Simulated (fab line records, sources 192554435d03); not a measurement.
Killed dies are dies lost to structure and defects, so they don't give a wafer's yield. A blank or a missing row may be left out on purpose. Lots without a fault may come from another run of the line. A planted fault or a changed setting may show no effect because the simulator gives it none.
fab line records | flow n5_finfet
record lots=4 wafers=12 last_day=18
route steps=1938 shown BEOL_M1@780 BEOL_M4@1111 PASSIVATION@1936
lots that met no fault: from a run of the same line without faults
start_h: hours from the record's first day to the start of the lot's first wafer shown | wait_h: hours since the lot's step before | " the same as in the row above | L1.1+2: a row that stands for several wafers | - no value, or no start given | * or withheld: withheld | < > ~ a bound
route shown NAME@n: a module of which the file shows steps, and the number in the route of the first | usual: mean/standard deviation of fault-free wafers | same: alike in all rows | chamber/n: place in a boat | sites: the reading at each site | _std_site: their standard deviation | _edge_site: outer sites' mean less inner sites' | radius_mm: how far each site lies from the wafer's centre | mask NAME#n: copy n | behind: the tool/chamber that last shaped the wafer | hold: why the lot was held/for how many hours/how that ended | device: the transistor (n, p or np) that didn't switch | end of line: the same wafers' tests at the end of the route | a step without rows: its recipe alone | killed: dies lost to structure and defects at the first sort, not the wafer's yield | map: a wafer's dies, x killed, . not, _ none there
set.NAME: the setting as run; set.NAME@STEP: as run at that earlier step | model.NAME: the simulator's own value behind a step, which no gauge read
lots at some steps of the route; a table a step, a row a wafer
services: from which hour (start_h, from the record's first day; less than 0 if before it) a tool's chamber was out of use, for how many hours, and why
## steps
# step N5_BEOL_M1_COAT_22
# recipe resist=CAR-EUV spin_rpm=1500 resist_thk_nm=30
# step N5_BEOL_M1_EBR_24
# recipe solvent=PGMEA ebr_width_mm=1.5
# step N5_BEOL_M1_SOFTBAKE_23
# recipe temp_c=110 time_s=60 resist=CAR-EUV
# step N5_BEOL_M1_EXPOSE_25
# recipe mask_id=V0 na=0.33 source_shape=quasar sigma_inner=0.2 sigma_outer=0.8 polarization=unpolarized defocus_nm=5 target_cd_nm=24 dose_mj=63
# step N5_BEOL_M1_PEB_26
# recipe peb_temp_c=100 peb_time_s=60 resist=CAR-EUV
# step N5_BEOL_M1_DEVELOP_27
# recipe develop_time_s=30 developer=TMAH resist=CAR-EUV rinse_liquid=surfactant_rinse dry=air_spin dev_temp_c=23
# step N5_BEOL_M1_DESCUM_33
# recipe chemistry=O2 time_s=7 source_power_w=50 bias_power_w=20 pressure_mtorr=20 rf_frequency_hz=2.712e+07 temp_c=40 resist=CAR-EUV o2_flow_sccm=225
# step N5_BEOL_M1_ETCH_77
# recipe chemistry=N2/H2 target=underlayer target_depth_a=65 mask_material=CAR-EUV time_s=5.2 ion_energy_ev=200 pressure_mtorr=30 source_w=840 bias_w=150 n2_flow_sccm=200 h2_flow_sccm=200 ends=cleared
# step N5_BEOL_M1_ETCH_69
# recipe chemistry=CF4 target=SiARC target_depth_a=156 mask_material=CAR-EUV time_s=26 ion_energy_ev=80 pressure_mtorr=40 source_w=545 bias_w=36 Ar_flow_sccm=100 cf4_flow_sccm=100 ends=cleared
# step N5_BEOL_M1_ALD_98
# recipe material=SiO2 target_thk_a=25 temp_c=100 ald_precursor_family=BDEAS ald_co_reactant=O2-plasma pulse_time_s=1 co_reactant_pulse_time_s=1 purge_time_s=2 co_reactant_purge_time_s=2 ald_cycles=17 pressure_torr=2
# usual ald_cycles=17/0 heater_power_w=81/8.5 precursor_pulse_height_rel=1.001/0.02 susceptor_temp_C=100.00/0.13
# columns lot.wafer tool chamber start_h wait_h ald_cycles heater_power_w precursor_pulse_height_rel susceptor_temp_C model.SiO2_of_BEOL_M1_ALD_98.thk_nm
L334.1 ald_sin-03 2 121.79 0.1 17 79 1.019 99.98 2.4
L334.2 " 3 " " 17 90 0.982 99.86 2.6
L334.5 " 0 " " 17 73 1.006 99.92 2.4
L345.1 ald_sin-03 3 193.62 0.1 25 89 1.015 100.13 3.6
L345.5 " 1 " " 17 84 1.000 99.94 2.4
L345.6 " 0 " " 17 75 1.025 100.09 2.4
L346.4 ald_sin-03 3 198.58 0.1 25 90 0.991 100.15 3.6
L346.5 " 2 " " 17 77 1.007 99.99 2.4
L346.6 " 1 " " 17 82 1.012 100.13 2.4
L356.1 ald_sin-01 0 256.70 0.7 17 72 1.030 99.67 2.6
L356.3 " 2 " " 17 81 1.004 99.97 2.6
L356.5 " 2 " " 17 82 0.999 100.12 2.6
# step N5_BEOL_M1_ETCHBACK_99
# recipe chemistry=CHF3 target=SiO2 target_depth_a=50 time_s=10.4 source_w=215 bias_w=47 Ar_flow_sccm=200 CHF3_flow_sccm=12 ion_energy_ev=100 pressure_mtorr=30
# step N5_BEOL_M1_ETCH_70
# recipe chemistry=N2/H2 target=SOC target_depth_a=800 overetch_a=160 mask_material=SiARC temp_c=40 time_s=120 ion_energy_ev=200 pressure_mtorr=30 source_w=840 bias_w=150 n2_flow_sccm=200 h2_flow_sccm=200
# step N5_BEOL_M1_STRIP_71
# recipe chemistry=N2/H2 temp_c=40 n2_flow_sccm=200 h2_flow_sccm=200 rf_frequency_hz=6e+07
# step N5_BEOL_M1_STRIP_78
# recipe chemistry=N2/H2 temp_c=40 n2_flow_sccm=200 h2_flow_sccm=200 rf_frequency_hz=6e+07
# step N5_BEOL_M1_VIA_ETCH_34
# recipe chemistry=C4F6/O2 target_depth_a=678 mask_material=SOC pressure_mtorr=15 ion_energy_ev=250 taper_deg=4 time_s=64.4 source_w=350 bias_w=170 Ar_flow_sccm=300 C4F6_flow_sccm=10 O2_flow_sccm=10
# usual C4F6_flow_sccm=10.00/0.03 bias_w=169.9/0.48 drypump_motor_current_A=5.81/0.26 oes_product_au=0.79/0.086 rf_vpp_V=666/9.8 showerhead_plenum_p_Torr=2.86/0.095 throttle_valve_pct=30.69/0.3
# columns lot.wafer tool chamber start_h wait_h C4F6_flow_sccm bias_w drypump_motor_current_A oes_product_au rf_hours_counter_h rf_vpp_V showerhead_plenum_p_Torr throttle_valve_pct model.BEOL_M1.cd_nm
L334.1 rie_diel-03 3 123.19 0.0 9.97 169.7 5.45 0.81 102 671 2.76 30.81 17.8
L334.2 " 1 " " 9.94 170.5 6.33 0.72 146 669 2.96 30.26 17.4
L334.5 " 1 " " 9.99 170.9 6.29 0.74 - 667 2.96 30.26 18
L345.1 rie_diel-03 0 193.89 0.0 10.00 169.9 5.60 0.91 40 675 2.89 30.51 15.8
L345.5 " 0 " " 10.02 170.1 5.61 0.90 - 675 2.89 30.51 18
L345.6 " 1 " " 9.98 169.6 6.34 0.71 - 666 2.95 30.29 18
L346.4 rie_diel-06 2 206.87 0.0 10.02 169.9 5.85 0.75 172 679 2.82 30.84 15.4
L346.5 " 2 " " 9.94 170.6 5.85 0.76 - 679 2.82 30.83 17.8
L346.6 " 3 " " 9.98 169.6 5.86 0.84 - 656 2.76 30.28 18
L356.1 rie_diel-03 1 261.58 0.0 10.01 169.2 6.34 0.69 191 664 2.94 30.31 17.6
L356.3 " 3 " " 10.04 169.2 5.46 0.77 140 671 2.74 30.86 17.8
L356.5 " 2 " " 9.99 169.3 5.71 0.84 - 669 3.01 30.46 18
# step N5_BEOL_M1_STRIP_83
# recipe chemistry=C4F6/O2 resist=SiARC rf_frequency_hz=6e+07
# step N5_BEOL_M1_STRIP_36
# recipe chemistry=N2/H2 power_w=450 temp_c=40 pressure_mtorr=20 rf_frequency_hz=6e+07 overash_fraction=0.3 bias_power_w=7 h2_frac=0.5 n2_flow_sccm=200 h2_flow_sccm=200
# step N5_BEOL_M1_TRENCH_ETCH_37
# recipe chemistry=C4F6/O2 target_depth_a=552.07 target=SiOC time_s=29 ion_energy_ev=250 pressure_mtorr=30 source_w=355 bias_w=185 Ar_flow_sccm=300 C4F6_flow_sccm=10 O2_flow_sccm=10
# step N5_BEOL_M1_ETCH_41
# recipe chemistry=CH3F/O2 target=SiCN target_depth_a=319 taper_deg=2 time_s=57.8 ion_energy_ev=120 mask_material=TiN pressure_mtorr=30 source_w=395 bias_w=75 Ar_flow_sccm=150 CH3F_flow_sccm=30 O2_flow_sccm=20
# step N5_BEOL_M1_STRIP_97
# recipe chemistry=N2/H2 time_s=10 power_w=450 temp_c=40 pressure_mtorr=20 rf_frequency_hz=6e+07 bias_power_w=7 n2_flow_sccm=200 h2_flow_sccm=200
# step N5_BEOL_M1_HM_STRIP_39
# recipe chemistry=peroxide_tin_strip material=TiN target_depth_a=250 temp_c=50 time_s=158
# step N5_BEOL_M1_SRD_40
# recipe time_s=30 temp_c=23 rinse_liquid=diw dry=ipa_marangoni
# step N5_BEOL_M1_PRECLEAN_42
# recipe chemistry=residue_remover time_s=60 temp_c=40
# step N5_BEOL_M1_SRD_43
# recipe time_s=30 temp_c=23 rinse_liquid=diw dry=ipa_marangoni
# step N5_BEOL_M1_DEGAS_44
# recipe ambient=vacuum temp_c=250 time_s=60
# step N5_BEOL_M1_PRE_CLEAN_45
# recipe gas=H2/He time_s=30 temp_c=250
# step N5_BEOL_M1_ALD_84
# recipe material=TaN target_thk_a=* temp_c=275 ald_precursor_family=PDMAT ald_co_reactant=NH3 pressure_torr=3 carrier_flow_sccm=1500 pulse_time_s=2 purge_time_s=3 co_reactant_purge_time_s=2 co_reactant_pulse_time_s=3 ald_cycles=30 precursor_vessel_temp_c=75 precursor_vessel_pressure_torr=26.25 precursor_vessel_carrier_sccm=1000
# step N5_BEOL_M1_SURFACE_TREAT_85
# recipe gas=Ar time_s=* ion_energy_ev=* ion_current_ma_cm2=0.5 pressure_mtorr=* ar_flow_sccm=30
# step N5_BEOL_M1_CVD_47
# recipe material=Co target_thk_a=30 temp_c=withheld precursor=CCTBA/H2 pressure_torr=30 time_s=223.8
# step N5_BEOL_M1_SPUTTER_48
# recipe material=Cu target_thk_a=45 temp_c=-20 chamber_pressure_pa=0.07 power_w=withheld time_s=8.29
# step N5_BEOL_M1_ANNEAL_49
# recipe temp_c=400 time_s=240 ambient=vacuum
# step N5_BEOL_M1_SPUTTER_79
# recipe material=Cu target_thk_a=45 temp_c=-20 chamber_pressure_pa=0.07 power_w=withheld time_s=8.29
# step N5_BEOL_M1_ANNEAL_80
# recipe temp_c=400 time_s=240 ambient=vacuum
# step N5_BEOL_M1_SPUTTER_81
# recipe material=Cu target_thk_a=45 temp_c=-20 chamber_pressure_pa=0.07 power_w=withheld time_s=8.29
# step N5_BEOL_M1_ANNEAL_82
# recipe temp_c=400 time_s=240 ambient=vacuum
# step N5_BEOL_M1_SPUTTER_86
# recipe material=Cu target_thk_a=45 temp_c=-20 chamber_pressure_pa=0.07 power_w=withheld time_s=8.29
# step N5_BEOL_M1_ANNEAL_87
# recipe temp_c=400 time_s=240 ambient=vacuum
# step N5_BEOL_M4_RC_MEAS_101
# usual CHAIN_V0=239/10 CHAIN_V0_max_site=248/12 DIBL_N=36.0/2 DIBL_P=36.2/2.2 IOFF_N=0.16/0.034 IOFF_P=0.21/0.04 ION_N=675/12 ION_P=463/7.2 SS_N=71.6/0.6 SS_P=73.3/0.67 VT_N=250/3 VT_P=-251/3.4
# columns lot.wafer tool chamber start_h wait_h CHAIN_V0[ohm/link] CHAIN_V0_max_site[ohm/link] DIBL_N[mV/V] DIBL_P[mV/V] IOFF_N[nA/um] IOFF_P[nA/um] ION_N[uA/um] ION_P[uA/um] SS_N[mV/dec] SS_P[mV/dec] VT_N[mV] VT_P[mV]
L334.1 prober-02 0 169.40 0.0 241 245 35.4 35.1 0.12 0.18 658 455 71.6 73.5 254 -256
L334.2 " 0 " " 250 255 35.6 35.1 0.13 0.20 655 459 71.9 73.0 253 -251
L334.5 " 0 " " 249 260 34.1 33.7 0.10 0.17 645 454 71.2 73.1 253 -255
L345.1 prober-01 0 242.60 0.0 297 309 38.7 37.5 0.16 0.20 668 454 70.9 73.9 253 -252
L345.5 " 0 " " 237 247 40.5 39.3 0.19 0.24 679 461 71.7 74.9 249 -252
L345.6 " 0 " " 251 263 41.2 41.1 0.22 0.26 698 466 72.2 74.8 249 -249
L346.4 prober-01 0 245.66 0.5 329 362 35.2 37.1 0.16 0.24 673 468 70.8 73.5 250 -244
L346.5 " 0 " " 234 249 35.5 36.8 0.16 0.23 680 465 70.9 73.3 250 -249
L346.6 " 0 " " 231 249 35.8 38.0 0.17 0.25 685 474 71.6 73.7 249 -249
L356.1 prober-01 0 311.62 0.0 254 260 36.0 35.9 0.15 0.21 665 455 71.9 72.3 250 -250
L356.3 " 0 " " 251 259 34.3 33.7 0.14 0.19 681 460 71.3 72.5 248 -248
L356.5 " 0 " " 249 252 36.6 36.7 0.18 0.23 686 469 71.4 73.7 249 -247
# sites CHAIN_V0 radius_mm=0,75,75,75,75,140,140,140,140
L334.1 237 242 238 245 244 244 237 241 240
L345.1 291 295 299 309 301 304 295 290 297
L346.4 333 362 328 337 329 331 310 322 320
L356.1 248 259 260 254 257 256 250 251 251
# step N5_PASSIVATION_PROBE_49
# usual defect_limited_yield=91.5/1.5 killed_at_M0_to_M3=33/10 killed_at_M4_up=15/6.4 killed_at_contacts=12/5.4 killed_at_front_end=38/9.8 killed_at_other=4/3.1 killed_dies=101/18 killed_on_rim=13/3.9 killed_open=67/14 killed_short=33/7.9 sort_bin_5_function=5.0/1 sort_bin_6_memory=3.2/0.67 sort_n_pass=1079/18 sort_yield_pct=91.5/1.5
# same gross_dies=1180 killed_at_back_side=0 sort_bin_4_leakage[%]=0 sort_bin_8_speed[%]=0
# columns lot.wafer tool chamber start_h wait_h defect_limited_yield[%] killed_at_M0_to_M3 killed_at_M4_up killed_at_contacts killed_at_front_end killed_at_other killed_dies killed_on_rim killed_open killed_short sort_bin_5_function[%] sort_bin_6_memory[%] sort_n_pass sort_yield_pct[%]
L334.1 prober-02 - 268.29 0.0 90.3 39 26 18 31 0 114 17 88 25 6.2 3.2 1066 90.3
L334.2 prober-02 - 268.34 0.1 89.9 42 18 11 44 4 119 24 72 47 5.8 3.6 1061 89.9
L334.5 prober-02 - 268.49 0.2 91.4 35 11 17 39 0 102 13 60 42 4.4 3.6 1078 91.4
L345.1 prober-02 - 376.83 0.0 85.2 99 14 11 46 5 175 48 75 33 10.8 3.5 1005 85.2
L345.5 prober-02 - 377.03 0.2 93.9 20 10 12 30 0 72 8 46 24 3.5 2.4 1108 93.9
L345.6 prober-02 - 377.08 0.3 90.1 30 12 15 58 2 117 15 64 51 5.3 4.6 1063 90.1
L346.4 prober-01 - 390.45 0.2 84.9 109 11 16 40 2 178 50 60 27 12.1 2.9 1002 84.9
L356.1 prober-02 - 424.32 0.0 92.5 24 12 7 46 0 89 12 64 24 5.0 2.3 1091 92.5
L356.3 prober-02 - 424.42 0.1 91.5 43 6 10 38 3 100 10 66 34 4.5 3.8 1080 91.5
L356.5 prober-02 - 424.52 0.2 92.8 16 10 11 47 1 85 10 57 27 4.0 3.1 1095 92.8
# killed by level:class
L334.1 BEOL_M4:geometric_particle:open=18 MOL_CONTACT_COAG:geometric_particle:open=14 BEOL_M0_SAQP:geometric_particle:open=8 BEOL_M3:geometric_particle:open=8 BEOL_M0_SAQP:geometric_particle:short=7 BEOL_M1:geometric_particle:open=6 BEOL_M2:geometric_particle:open=6 STI_FIN_REVEAL:geometric_particle:open=5
L334.2 BEOL_M4:geometric_particle:open=10 BEOL_M1:geometric_particle:open=10 MOL_CONTACT_COAG:geometric_particle:open=9 FIN_SAQP:geometric_particle:short=8 BEOL_M3:geometric_particle:short=8 BEOL_M3:geometric_particle:open=7 STI_FIN_REVEAL:geometric_particle:open=6 GATE_CUT:geometric_particle:short=6
L334.5 MOL_CONTACT_COAG:geometric_particle:open=13 BEOL_M2:geometric_particle:open=9 GATE_CUT:geometric_particle:short=7 FIN_SAQP:geometric_particle:short=6 BEOL_M0_SAQP:geometric_particle:short=6 BEOL_M3:geometric_particle:short=6 BEOL_M3:geometric_particle:open=6 GATE_CUT:geometric_particle:open=5
L345.1 BEOL_M1:area_etchback=64 STI_FIN_REVEAL:geometric_particle:open=16 BEOL_M0_SAQP:geometric_particle:short=12 FIN_SAQP:geometric_particle:open=10 MOL_CONTACT_COAG:geometric_particle:open=10 BEOL_M0_SAQP:geometric_particle:open=7 BEOL_M2:geometric_particle:open=6 STARTING-WAFER:geometric_particle:short=5
L345.5 FIN_SAQP:geometric_particle:open=9 BEOL_M0_SAQP:geometric_particle:short=7 MOL_CONTACT_COAG:geometric_particle:short=6 MOL_CONTACT_COAG:geometric_particle:open=6 BEOL_M0_SAQP:geometric_particle:open=6 STI_FIN_REVEAL:geometric_particle:open=5 BEOL_M2:geometric_particle:open=5 BEOL_M4:geometric_particle:open=4
L345.6 FIN_SAQP:geometric_particle:open=17 MOL_CONTACT_COAG:geometric_particle:open=13 BEOL_M0_SAQP:geometric_particle:short=13 FIN_SAQP:geometric_particle:short=10 BEOL_M0_SAQP:geometric_particle:open=8 ILD0:geometric_particle:short=4 GATE_CUT:geometric_particle:short=4 DUMMY_GATE:geometric_particle:open=3
L346.4 BEOL_M1:area_etchback=91 MOL_CONTACT_COAG:geometric_particle:open=13 FIN_SAQP:geometric_particle:short=11 STI_FIN_REVEAL:geometric_particle:open=8 BEOL_M0_SAQP:geometric_particle:open=8 FIN_SAQP:geometric_particle:open=6 DUMMY_GATE:geometric_particle:open=6 BEOL_M4:geometric_particle:open=5
L356.1 FIN_SAQP:geometric_particle:short=10 BEOL_M3:geometric_particle:open=8 MOL_CONTACT_COAG:geometric_particle:open=7 FIN_SAQP:geometric_particle:open=5 STI_FIN_REVEAL:geometric_particle:open=5 DUMMY_GATE:geometric_particle:open=5 BEOL_M2:geometric_particle:open=5 BEOL_M4:geometric_particle:open=5
L356.3 BEOL_M1:geometric_particle:open=10 BEOL_M0_SAQP:geometric_particle:open=10 FIN_SAQP:geometric_particle:short=9 FIN_SAQP:geometric_particle:open=9 MOL_CONTACT_COAG:geometric_particle:open=9 BEOL_M0_SAQP:geometric_particle:short=8 BEOL_M3:geometric_particle:open=8 BEOL_M4:geometric_particle:open=5
L356.5 FIN_SAQP:geometric_particle:open=9 MOL_CONTACT_COAG:geometric_particle:open=8 STI_FIN_REVEAL:geometric_particle:open=6 DUMMY_GATE:geometric_particle:open=5 STARTING-WAFER:geometric_particle:open=5 FIN_SAQP:geometric_particle:short=4 MOL_CONTACT_COAG:geometric_particle:short=3 ILD0:geometric_particle:short=3
# map L345.1 (x killed, . not)
_________________xx....x..x..________________
______________...x.....x.......x_____________
___________......x................x__________
__________.x........................_________
________.xx.xx................xx.x...._______
_______x...x....x.................x....______
______........x.................x......._____
_____...xx.x.............................____
____x...x.........x.xx............x.......___
___..x.........xx.....x...................x__
___x....x....x..................x......x...__
__.xx.x.........................x....x.....x_
__...................x.....x..............xx_
_.x........x................xx...........x...
_.x.....x..................x..............xx.
_x......x....x.x..............x.x....x.......
_................x.................x.x.....x.
_...x...x...x...x.........x..x........xx.....
_.xx.................x...........x...........
_xx...x...................x...........x...x..
_xx........x.....x..........x.x..............
__x.......x...................x.........x..._
__xx.............x...x.....x..xx...........x_
___x.x..x...................xx..x...x.x..x.__
___x.x.xx............x......xx....x...x....__
____xx.x.x............x............xx.....___
_____.........................x.........x____
______....xx...x...........x..x.x.x....._____
_______....x.xx..........x.......x.....______
________xx..............x.x.......xx.x_______
__________.x.........x.......x..xx.._________
___________.x.x.....x...........xxx__________
______________.x...x...x........_____________
_________________xx..x.xx..x.________________
# map L346.4 (x killed, . not)
_________________x....x...x.x________________
______________..x...xxx.......x._____________
___________...x.x.........x..x..xx.__________
__________.....x..........xx.x.xx..._________
________xx...x.x...x.................x_______
_______...x..........................x.______
______x..x.....x....................x.x._____
_____.x...............x..............x...____
____............x.........x............x..___
___.xxx..x....x..................x.......x.__
___.....x.............x................xxx.__
__...x..............x.....x.....xx.........._
__..x........x..........x................x.._
_....x.x.........x.................x.........
_.x.........................x......x.x.xx..xx
_xx..x..........x..x..........x...........x..
_.xxx.xx................................x....
_.......x.....x....x..................x..x..x
_.x...x..............x.........x.......x.x..x
_x............x......x......xx..........x....
_....x.....x...............x...............xx
__.x.x......x.................x........x.xxx_
__.x.xx..................x.........x......x._
___...............x......xx.......x.....x..__
___xx.............x................x.......__
____x........x.......................x....___
_____x..................x...........x....____
______x.xx.....x..................x....._____
_______.....x......x..x.............x.x______
________..x............x..........x..x_______
__________x..x..........x.x...x.xx.._________
___________...x.x.......x.x..x..x..__________
______________x........x.....xxx_____________
_________________xx...xxx..xx________________
## services
# columns tool chamber start_h hours kind
ald_sin-01 - 107.66 6.1 pm
rie_diel-03 2 120.54 4.1 repair
rie_diel-03 - 157.42 0.6 repair
rie_diel-03 3 181.91 13.3 repair
ald_sin-01 - 210.61 0.4 repair
ald_sin-01 3 242.95 16.7 repair
rie_diel-06 2 252.13 10.8 repair
rie_diel-06 0 256.55 7.3 repair
rie_diel-06 1 257.61 3.4 repair
## key
first_sign step=N5_BEOL_M1_ALD_98 reading=ald_cycles direction=up sigmas=99+ usual=* struck=*
effect step=N5_BEOL_M4_RC_MEAS_101 reading=CHAIN_V0 direction=up sigmas=7 usual=239 struck=313
effect step=N5_BEOL_M4_RC_MEAS_101 reading=CHAIN_V0_max_site direction=up sigmas=7.4 usual=248 struck=336
effect step=N5_PASSIVATION_PROBE_49 reading=killed_at_M0_to_M3 direction=up sigmas=7 usual=33 struck=104
model_effect step=N5_BEOL_M1_ALD_98 value=SiO2_of_BEOL_M1_ALD_98.thk_nm without=2.5 struck=3.6
model_effect step=N5_BEOL_M1_VIA_ETCH_34 value=BEOL_M1.cd_nm without=17.9 struck=15.6
more_kills_born_at N5_BEOL_M1_ETCHBACK_99@rie_diel-06=91 N5_BEOL_M1_ETCHBACK_99@rie_diel-03=64
met_at N5_BEOL_M1_ALD_98
struck_wafers L345.1,L346.4
onset_between 121.79 193.62
fault kind=process_parameter_drift tool=ald_sin-03 chamber=- onset_h=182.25 steps=N5_BEOL_M1_ALD_98 channel=ald_cycles offset=* shape=step end_h=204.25 scope=struck_wafers_only acts_in=* stated=*
